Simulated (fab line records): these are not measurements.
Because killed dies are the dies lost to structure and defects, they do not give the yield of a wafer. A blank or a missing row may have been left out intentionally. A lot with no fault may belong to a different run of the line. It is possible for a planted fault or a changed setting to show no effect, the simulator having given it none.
Comparing a struck lot with a sound one -- flow nand_harc -- 42 out of 1302 route steps
Sound: these wafers, L128.1, L128.2, L128.4. The struck wafers were L144.4, L144.5, L144.6. The cause is named last.
Order at every step that has rows: each side's tool, ch and its chambers, its first start. Under that, the readings that differ: sound wafers -- struck wafers -- difference of the means -- sigmas: that difference in standard deviations of wafers without a fault.
alike: same words and numbers on both sides, and readings whose means sit less than 2 such deviations apart. not compared: any withheld reading, any reading some wafer has no value for, any bound like >300 that may hide the same value, and any number with overlapping values for which the record gives no deviation.
Wherever a step has rows on one side only, a row that says differs or no value, or a row with sigmas, the two part there. Numbers that don't overlap but have no deviation are shown without sigmas and don't part them. A reading that every wafer of one side lacks parts them only if that side has two wafers or more.

first, 4 steps without rows for these wafers: NHARC_A_CONTACT_ETCH_48 (etches the open film in CF4, target depth 39 nm, time 65 s); NHARC_A_CONTACT_ETCH_49 (etches the open film in N2/H2, target depth 260 nm, time 475.3 s); NHARC_A_CONTACT_ETCH_50 (etches the open film in CF4/CHF3, target depth 121 nm, time 60.5 s); NHARC_A_CONTACT_ETCH_51 (etches the open film in O2/COS, target depth 7000 nm, time 1820 s).
NHARC_A_CONTACT_ETCH_111: etches the open film in C4F8/O2/Ar, time 140 s, target depth 700 nm.
  sound on har_cap_etch-03 ch 0,1, day 22 08:25; struck on har_cap_etch-03 ch 0,1, day 28 15:11
  not compared: rf_hours_counter_h
then, 3 steps without rows for these wafers: NHARC_A_CONTACT_ETCH_112 (etches the open film in C4F8/O2/Ar, time 190 s, target depth 1850 nm); NHARC_A_CONTACT_ETCH_113 (etches the open film in C4F8/O2/Ar, time 190 s, target depth 1850 nm); NHARC_A_CONTACT_ETCH_114 (etches the open film in C4F8/O2/Ar, time 190 s, target depth 1850 nm).
NHARC_A_CONTACT_ETCH_115: etches the open film in C4F8/O2/Ar, time 190 s, target depth 1850 nm.
  sound on har_cap_etch-03 ch 0,1, day 22 09:08; struck on har_cap_etch-03 ch 0,1, day 28 15:53
  not compared: rf_hours_counter_h
then, 3 steps without rows for these wafers: NHARC_A_CONTACT_ETCH_116 (etches the open film in C4F8/O2/Ar, time 190 s, target depth 1850 nm); NHARC_A_CONTACT_ETCH_117 (etches the open film in C4F8/O2/Ar, time 190 s, target depth 1850 nm); NHARC_A_CONTACT_ETCH_118 (etches the open film in C4F8/O2/Ar, time 190 s, target depth 1850 nm).
NHARC_A_CONTACT_ETCH_119: etches the open film in C4F8/O2/Ar, time 190 s, target depth 1850 nm.
  sound on har_cap_etch-03 ch 0,1, day 22 09:49; struck on har_cap_etch-03 ch 0,1, day 28 16:34
  not compared: rf_hours_counter_h
then, 3 steps without rows for these wafers: NHARC_A_CONTACT_ETCH_120 (etches the open film in C4F8/O2/Ar, time 190 s, target depth 1850 nm); NHARC_A_CONTACT_ETCH_121 (etches the open film in C4F8/O2/Ar, time 190 s, target depth 1850 nm); NHARC_A_CONTACT_ETCH_122 (etches the open film in C4F8/O2/Ar, time 190 s, target depth 1850 nm).
NHARC_A_CONTACT_ETCH_123: etches the open film in C4F8/O2/Ar, time 490 s, target depth 2110 nm.
  sound on har_cap_etch-03 ch 0,1, day 22 10:31; struck on har_cap_etch-03 ch 0,1, day 28 17:25
  not compared: rf_hours_counter_h
NHARC_A_CONTACT_ETCH_90: etches the open film in CH3F/O2, target depth 40 nm, time 85.7 s.
  sound on rie_diel-02 ch 0,1,2, day 22 11:29; struck on rie_diel-08 ch 0,1,2, day 28 18:11
reading,sound,struck,difference,sigmas
oes_product_au (a.u.),0.91 0.92 0.92,1.00 0.99 1.01,+0.08,+2
  alike: drypump_motor_current_A, mfc_ar_sccm, o2_flow_sccm, rf_vpp_V, showerhead_plenum_p_Torr, throttle_valve_pct
  not compared: rf_hours_counter_h
NHARC_A_CONTACT_ETCH_96: etches the open film in C4F6/O2, target depth 20 nm, time 10 s.
  sound: rie_diel-02 ch 1,2,3; struck: rie_diel-08 ch 2,3
  alike: drypump_motor_current_A, mfc_ar_sccm, o2_flow_sccm, oes_product_au, rf_vpp_V, showerhead_plenum_p_Torr, throttle_valve_pct
  not compared: rf_hours_counter_h
NHARC_A_CONTACT_CD_MEAS_53:
  sound on cd_sem-02, day 22 11:43; struck on cd_sem-03, day 28 18:22
  alike: cd_nm
then, 18 steps without rows for these wafers: NHARC_A_CONTACT_STRIP_99 (strips in N2/H2); NHARC_A_CONTACT_STRIP_100 (strips in CF4/CHF3); NHARC_A_CONTACT_STRIP_101 (strips in O2/COS); NHARC_A_CONTACT_ETCH_102 (etches the open film in CF4/O2, target depth 100 nm, overetch 10 nm, time 55 s); NHARC_A_CONTACT_STRIP_55 (strips in O2); NHARC_A_CONTACT_STRIP_56 (strips in post etch residue remover, time 600 s); NHARC_A_CONTACT_DEP_57 (deposits aC, target thk 5300 nm); NHARC_A_CONTACT_DEP_58 (deposits SiON, target thk 90 nm); NHARC_A_CONTACT_DEHYDRATE_59 (time 120 s); NHARC_A_CONTACT_HMDS_60 (time 30 s); NHARC_A_CONTACT_COAT_61 (time 75 s); NHARC_A_CONTACT_COAT_62 (time 65 s); NHARC_A_CONTACT_COAT_63 (resist thk 90 nm); NHARC_A_CONTACT_SOFTBAKE_64 (time 55 s); NHARC_A_CONTACT_EBR_65; NHARC_A_CONTACT_EXPOSE_66 (exposes mask A CC 2); NHARC_A_CONTACT_PEB_67 (peb time 65 s); NHARC_A_CONTACT_DEVELOP_68 (develop time 35 s).
NHARC_A_CONTACT_CD_MEAS_69: target cd 300 nm.
  sound on cd_sem-03 ch 0, day 22 16:41; struck on cd_sem-01 ch 0, day 28 23:25
  alike: cd_nm
NHARC_A_CONTACT_OVL_MEAS_70:
  sound on overlay-01, day 22 16:46; struck on overlay-01, day 28 23:30
  alike: overlay_x_nm, overlay_y_nm
then, 1 step without rows for these wafers: NHARC_A_CONTACT_DESCUM_74 (chemistry O2, time 3 s).
-- jump in the record: it breaks off in module A_CONTACT and resumes in module END (first step shown: number 1302 of the route), and 3 days separate the struck wafers' starts before and after --
NHARC_END_SORT_01:
  the record has rows for the struck wafers here (prober-02 ch 0, day 31 18:22) and none for the sound ones

== WHERE THEY PART ==
Last at NHARC_END_SORT_01 as far as this record goes, first at NHARC_A_CONTACT_ETCH_90.

WHY: what had been put in by the simulator
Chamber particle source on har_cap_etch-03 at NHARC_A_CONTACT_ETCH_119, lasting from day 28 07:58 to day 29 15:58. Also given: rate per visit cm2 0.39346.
